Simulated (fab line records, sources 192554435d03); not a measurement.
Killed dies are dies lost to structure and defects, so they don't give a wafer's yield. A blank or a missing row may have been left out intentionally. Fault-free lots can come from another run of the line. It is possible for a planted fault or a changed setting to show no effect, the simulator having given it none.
Which tool was responsible? / flow n5 finfet / 28 wafers from 10 lots sampled at 6 of the route's 1938 steps

WHAT THE GAUGES SHOWED, per wafer
N5_FIN_SAQP_CD_MEAS_31 targets a cd of 8 nm. Usual: cd nm reads 8.10 nm (standard deviation 0.23).
lot=L388; measured=day 2 13:31; on=cd sem-01; cd nm (nm)=7.58 8.51; flag=
lot=L390; measured=day 3 01:38; on=cd sem-01; cd nm (nm)=8.40 7.80 8.15; flag=
lot=L392; measured=day 3 13:19; on=cd sem-02; cd nm (nm)=7.87 7.96 8.21; flag=
lot=L394; measured=day 4 01:32; on=cd sem-03; cd nm (nm)=7.85 8.01; flag=
lot=L396; measured=day 4 14:04; on=cd sem-02; cd nm (nm)=7.96 7.98 8.04; flag=
lot=L397; measured=day 4 23:38; on=cd sem-02; cd nm (nm)=7.72 8.23 8.03; flag=
lot=L401; measured=day 6 00:10; on=cd sem-03; cd nm (nm)=8.07 8.03 8.20; flag=
lot=L406; measured=day 7 01:51; on=cd sem-02; cd nm (nm)=8.16 7.98 8.04; flag=
lot=L407; measured=day 7 07:47; on=cd sem-03; cd nm (nm)=8.10 8.18 8.08; flag=
lot=L409; measured=day 7 19:19; on=cd sem-03; cd nm (nm)=7.86 8.11 8.54; flag=

N5_FIN_CUT_CD_MEAS_08 targets a cd of 29.1 nm. Usual: cd nm reads 29.13 nm (standard deviation 0.22).
lot=L388; measured=day 2 14:31; on=cd sem-01; cd nm (nm)=29.41 28.96; flag=
lot=L390; measured=day 3 02:31; on=cd sem-03; cd nm (nm)=29.42 29.10 29.33; flag=
lot=L392; measured=day 3 14:27; on=cd sem-01; cd nm (nm)=29.31 29.36 29.40; flag=
lot=L394; measured=day 4 02:33; on=cd sem-03; cd nm (nm)=29.15 29.25; flag=
lot=L396; measured=day 4 15:04; on=cd sem-02; cd nm (nm)=29.08 28.95 29.00; flag=
lot=L397; measured=day 5 00:38; on=cd sem-03; cd nm (nm)=29.14 28.79 29.12; flag=
lot=L401; measured=day 6 01:03; on=cd sem-01; cd nm (nm)=29.17 29.00 28.88; flag=
lot=L406; measured=day 7 02:44; on=cd sem-01; cd nm (nm)=31.12 31.42 30.79; flag=OFF
lot=L407; measured=day 7 08:41; on=cd sem-02; cd nm (nm)=30.46 30.82 30.47; flag=OFF
lot=L409; measured=day 7 20:19; on=cd sem-02; cd nm (nm)=28.98 29.51 29.40; flag=

N5_BEOL_M4_RC_MEAS_101. Usual: DIBL_N 36.3 mV/V, standard deviation 1.6; DIBL_P 36.2 mV/V, standard deviation 2.1; IOFF_N 0.16 nA/um, standard deviation 0.031; IOFF_P 0.21 nA/um, standard deviation 0.034; ION_N 673 uA/um, standard deviation 11; ION_P 461 uA/um, standard deviation 7.4; SS_N 71.6 mV/dec, standard deviation 0.55; SS_P 73.3 mV/dec, standard deviation 0.66; VT_N 251 mV, standard deviation 3.2; VT_P -251 mV, standard deviation 3.5.
lot=L388; measured=day 7 19:15; on=prober-02; DIBL_N (mV/V)=33.4 35.0; DIBL_P (mV/V)=33.4 36.1; IOFF_N (nA/um)=0.12 0.15; IOFF_P (nA/um)=0.15 0.20; ION_N (uA/um)=664 661; ION_P (uA/um)=452 453; SS_N (mV/dec)=70.8 71.6; SS_P (mV/dec)=72.9 73.3; VT_N (mV)=258 249; VT_P (mV)=-254 -251; flag=
lot=L390; measured=day 8 17:03; on=prober-02; DIBL_N (mV/V)=36.0 38.8 38.9; DIBL_P (mV/V)=35.8 39.2 39.4; IOFF_N (nA/um)=0.14 0.20 0.19; IOFF_P (nA/um)=0.22 0.28 0.28; ION_N (uA/um)=661 679 675; ION_P (uA/um)=460 467 473; SS_N (mV/dec)=72.0 71.9 72.2; SS_P (mV/dec)=73.4 74.3 74.7; VT_N (mV)=255 249 248; VT_P (mV)=-250 -244 -244; flag=
lot=L392; measured=day 9 00:52; on=prober-01; DIBL_N (mV/V)=39.4 39.9 40.0; DIBL_P (mV/V)=39.1 40.1 39.6; IOFF_N (nA/um)=0.25 0.24 0.26; IOFF_P (nA/um)=0.27 0.28 0.28; ION_N (uA/um)=681 683 683; ION_P (uA/um)=460 461 464; SS_N (mV/dec)=72.0 72.9 72.5; SS_P (mV/dec)=74.2 74.2 73.5; VT_N (mV)=244 245 246; VT_P (mV)=-247 -247 -248; flag=
lot=L394; measured=day 9 17:47; on=prober-01; DIBL_N (mV/V)=34.9 35.7; DIBL_P (mV/V)=32.9 33.0; IOFF_N (nA/um)=0.12 0.14; IOFF_P (nA/um)=0.18 0.19; ION_N (uA/um)=653 677; ION_P (uA/um)=457 462; SS_N (mV/dec)=71.0 70.8; SS_P (mV/dec)=73.2 72.8; VT_N (mV)=255 251; VT_P (mV)=-252 -253; flag=
lot=L396; measured=day 9 19:12; on=prober-01; DIBL_N (mV/V)=34.6 36.0 35.9; DIBL_P (mV/V)=34.2 36.7 36.5; IOFF_N (nA/um)=0.14 0.18 0.17; IOFF_P (nA/um)=0.17 0.20 0.20; ION_N (uA/um)=675 683 694; ION_P (uA/um)=458 469 469; SS_N (mV/dec)=71.9 71.6 72.3; SS_P (mV/dec)=73.1 73.8 74.3; VT_N (mV)=252 249 249; VT_P (mV)=-255 -251 -252; flag=
lot=L397; measured=day 10 06:25; on=prober-01; DIBL_N (mV/V)=35.0 37.7 36.8; DIBL_P (mV/V)=33.8 36.7 34.5; IOFF_N (nA/um)=0.13 0.19 0.15; IOFF_P (nA/um)=0.17 0.21 0.18; ION_N (uA/um)=672 676 661; ION_P (uA/um)=456 456 453; SS_N (mV/dec)=70.8 72.4 71.7; SS_P (mV/dec)=72.5 73.1 72.5; VT_N (mV)=256 249 253; VT_P (mV)=-254 -251 -254; flag=
lot=L401; measured=day 11 16:39; on=prober-02; DIBL_N (mV/V)=36.4 34.2 34.8; DIBL_P (mV/V)=34.9 32.6 34.5; IOFF_N (nA/um)=0.15 0.12 0.14; IOFF_P (nA/um)=0.19 0.16 0.19; ION_N (uA/um)=674 643 660; ION_P (uA/um)=457 451 459; SS_N (mV/dec)=71.6 71.2 70.7; SS_P (mV/dec)=72.7 71.4 73.0; VT_N (mV)=248 255 253; VT_P (mV)=-251 -251 -252; flag=
lot=L406; measured=day 12 09:29; on=prober-01; DIBL_N (mV/V)=36.9 33.8 36.6; DIBL_P (mV/V)=37.1 33.7 37.1; IOFF_N (nA/um)=0.16 0.11 0.16; IOFF_P (nA/um)=0.18 0.13 0.17; ION_N (uA/um)=670 662 682; ION_P (uA/um)=454 446 459; SS_N (mV/dec)=71.6 70.9 71.5; SS_P (mV/dec)=73.1 72.7 73.2; VT_N (mV)=251 256 249; VT_P (mV)=-258 -262 -258; flag=
lot=L407; measured=day 12 16:59; on=prober-01; DIBL_N (mV/V)=37.6 36.8 38.1; DIBL_P (mV/V)=36.2 35.2 37.4; IOFF_N (nA/um)=0.15 0.15 0.17; IOFF_P (nA/um)=0.19 0.19 0.21; ION_N (uA/um)=664 667 689; ION_P (uA/um)=454 454 464; SS_N (mV/dec)=72.1 71.3 71.6; SS_P (mV/dec)=73.3 73.0 74.0; VT_N (mV)=252 253 246; VT_P (mV)=-252 -254 -253; flag=
lot=L409; measured=day 13 10:01; on=prober-01; DIBL_N (mV/V)=37.9 39.1 39.1; DIBL_P (mV/V)=38.5 41.1 41.7; IOFF_N (nA/um)=0.19 0.23 0.25; IOFF_P (nA/um)=0.23 0.28 0.29; ION_N (uA/um)=687 697 708; ION_P (uA/um)=466 472 478; SS_N (mV/dec)=71.7 73.3 72.5; SS_P (mV/dec)=74.6 74.0 74.3; VT_N (mV)=248 245 243; VT_P (mV)=-249 -248 -248; flag=

WHAT TOOL EACH LOT RAN ON (gives the tool, then ch and the chambers of the sampled wafers, and finally the start)
lot=L388; N5_FIN_SAQP_RECESS_71=vapor etch-02 ch 0, day 2 12:50; N5_FIN_SAQP_HM_CD_35=cd sem-03, day 2 13:47; N5_FIN_CUT_EXPOSE_05=euv scanner-02 ch 0, day 2 14:23
lot=L390; N5_FIN_SAQP_RECESS_71=vapor etch-01 ch 0,1, day 3 00:58; N5_FIN_SAQP_HM_CD_35=cd sem-02, day 3 01:54; N5_FIN_CUT_EXPOSE_05=euv scanner-01 ch 0, day 3 02:23
lot=L392; N5_FIN_SAQP_RECESS_71=vapor etch-02 ch 0, day 3 12:34; N5_FIN_SAQP_HM_CD_35=cd sem-03, day 3 13:49; N5_FIN_CUT_EXPOSE_05=euv scanner-01 ch 0, day 3 14:19
lot=L394; N5_FIN_SAQP_RECESS_71=vapor etch-02 ch 1, day 4 00:51; N5_FIN_SAQP_HM_CD_35=cd sem-02, day 4 01:48; N5_FIN_CUT_EXPOSE_05=euv scanner-02 ch 0, day 4 02:25
lot=L396; N5_FIN_SAQP_RECESS_71=vapor etch-02 ch 0,1, day 4 13:25; N5_FIN_SAQP_HM_CD_35=cd sem-03, day 4 14:20; N5_FIN_CUT_EXPOSE_05=euv scanner-01 ch 0, day 4 14:57
lot=L397; N5_FIN_SAQP_RECESS_71=vapor etch-01 ch 1, day 4 22:35; N5_FIN_SAQP_HM_CD_35=cd sem-01, day 5 00:01; N5_FIN_CUT_EXPOSE_05=euv scanner-01 ch 0, day 5 00:30
lot=L401; N5_FIN_SAQP_RECESS_71=vapor etch-01 ch 0,1, day 5 23:30; N5_FIN_SAQP_HM_CD_35=cd sem-01, day 6 00:26; N5_FIN_CUT_EXPOSE_05=euv scanner-02 ch 0, day 6 00:55
lot=L406; N5_FIN_SAQP_RECESS_71=vapor etch-02 ch 1, day 7 01:07; N5_FIN_SAQP_HM_CD_35=cd sem-03, day 7 02:07; N5_FIN_CUT_EXPOSE_05=euv scanner-02 ch 0, day 7 02:37
lot=L407; N5_FIN_SAQP_RECESS_71=vapor etch-01 ch 0,1, day 7 07:07; N5_FIN_SAQP_HM_CD_35=cd sem-02, day 7 08:03; N5_FIN_CUT_EXPOSE_05=euv scanner-02 ch 0, day 7 08:33
lot=L409; N5_FIN_SAQP_RECESS_71=vapor etch-02 ch 0, day 7 18:38; N5_FIN_SAQP_HM_CD_35=cd sem-03, day 7 19:34; N5_FIN_CUT_EXPOSE_05=euv scanner-01 ch 0, day 7 20:11
- N5_FIN_SAQP_RECESS_71: chemistry HF/NH3, target SiO2, target depth 3 nm, afs cycles 1, sublimation time 60 s.
- N5_FIN_SAQP_HM_CD_35: target cd 8 nm.
- N5_FIN_CUT_EXPOSE_05: exposes mask FIN CUT.

AS READ BY THE TOOLS THEMSELVES (means over the sampled wafers that have a number; for cases with no such wafer, the mark the record gives instead)
N5_FIN_SAQP_RECESS_71. Usual: drypump motor current A reads 5.87 A (standard deviation 0.28).
lot=L388; tool=vapor etch-02; drypump motor current A (A)=5.80; flag=
lot=L390; tool=vapor etch-01; drypump motor current A (A)=6.03; flag=
lot=L392; tool=vapor etch-02; drypump motor current A (A)=5.77; flag=
lot=L394; tool=vapor etch-02; drypump motor current A (A)=5.84; flag=
lot=L396; tool=vapor etch-02; drypump motor current A (A)=5.80; flag=
lot=L397; tool=vapor etch-01; drypump motor current A (A)=6.30; flag=
lot=L401; tool=vapor etch-01; drypump motor current A (A)=5.80; flag=
lot=L406; tool=vapor etch-02; drypump motor current A (A)=5.83; flag=
lot=L407; tool=vapor etch-01; drypump motor current A (A)=6.06; flag=
lot=L409; tool=vapor etch-02; drypump motor current A (A)=5.79; flag=

N5_FIN_SAQP_HM_CD_35. Usual: cd nm reads 8.12 nm (standard deviation 0.25).
lot=L388; tool=cd sem-03; cd nm (nm)=7.75; flag=
lot=L390; tool=cd sem-02; cd nm (nm)=8.04; flag=
lot=L392; tool=cd sem-03; cd nm (nm)=8.24; flag=
lot=L394; tool=cd sem-02; cd nm (nm)=8.15; flag=
lot=L396; tool=cd sem-03; cd nm (nm)=7.77; flag=
lot=L397; tool=cd sem-01; cd nm (nm)=7.97; flag=
lot=L401; tool=cd sem-01; cd nm (nm)=8.21; flag=
lot=L406; tool=cd sem-03; cd nm (nm)=8.38; flag=
lot=L407; tool=cd sem-02; cd nm (nm)=8.18; flag=
lot=L409; tool=cd sem-03; cd nm (nm)=8.19; flag=

N5_FIN_CUT_EXPOSE_05. Usual: exposure dose mJ cm2 45.73, standard deviation 0.037; focus offset nm 0.0 nm, standard deviation 0.49; reticle temp C 22.96 C, standard deviation 0.11.
lot=L388; tool=euv scanner-02; exposure dose mJ cm2=45.72; focus offset nm (nm)=0.0; reticle temp C (C)=22.87; flag=
lot=L390; tool=euv scanner-01; exposure dose mJ cm2=45.71; focus offset nm (nm)=0.1; reticle temp C (C)=22.93; flag=
lot=L392; tool=euv scanner-01; exposure dose mJ cm2=45.76; focus offset nm (nm)=-0.4; reticle temp C (C)=23.03; flag=
lot=L394; tool=euv scanner-02; exposure dose mJ cm2=45.66; focus offset nm (nm)=0.6; reticle temp C (C)=22.83; flag=
lot=L396; tool=euv scanner-01; exposure dose mJ cm2=45.75; focus offset nm (nm)=-0.8; reticle temp C (C)=22.88; flag=
lot=L397; tool=euv scanner-01; exposure dose mJ cm2=45.69; focus offset nm (nm)=0.3; reticle temp C (C)=22.94; flag=
lot=L401; tool=euv scanner-02; exposure dose mJ cm2=45.75; focus offset nm (nm)=-0.1; reticle temp C (C)=22.91; flag=
lot=L406; tool=euv scanner-02; exposure dose mJ cm2=50.83; focus offset nm (nm)=-0.1; reticle temp C (C)=22.97; flag=OFF
lot=L407; tool=euv scanner-02; exposure dose mJ cm2=49.81; focus offset nm (nm)=-0.3; reticle temp C (C)=23.06; flag=OFF
lot=L409; tool=euv scanner-01; exposure dose mJ cm2=45.73; focus offset nm (nm)=0.3; reticle temp C (C)=22.91; flag=

THE ANSWER, worked out from the rows above alone
Rule: take the mean of a lot's wafers that have a number; if it is more than 3 standard deviations from the usual mean, the lot is off. A lot without any number at a reading at which 4 lots or more have one is off too. Where the step has rows for the other lots, those lots are counted as sound. Order of review: gauges by route order, followed by the tools' own readings, for which a lot's mean as printed above is used. The first step at which some lot is off is used, and at that step the reading that is off furthest; a lot without a number counts as furthest.
Off: L406, L407, at N5_FIN_CUT_CD_MEAS_08 (cd nm).
If a tool, at a process step before that reading, ran all the lots that are off and no sound lot after the first of them, it fits. The gauges at N5_FIN_CUT_CD_MEAS_08 aren't tried: what is off there is off at N5_FIN_CUT_EXPOSE_05 too, on other tools, and a gauge's error can't cause that. One candidate fits, namely euv scanner-02 at N5_FIN_CUT_EXPOSE_05. Its last sound lot is L401 (day 6 00:55), its first lot that is off L406 (day 7 02:37): a fault that began between those two fits.
On the lots that are off, the tool's own readings at N5_FIN_CUT_EXPOSE_05 differ by more than 5 times the standard deviation of the sound lots' means, which bears it out; exposure dose mJ cm2 reads 50.32 there versus 45.72 on the sound lots.

WHAT THE SIMULATOR HAD PUT IN
Drift in process parameters on euv scanner-02 at N5_FIN_CUT_EXPOSE_05, starting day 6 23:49. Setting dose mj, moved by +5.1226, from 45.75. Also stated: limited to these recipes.
Lots struck among those shown: L406, L407. This agrees with what the rule above found.
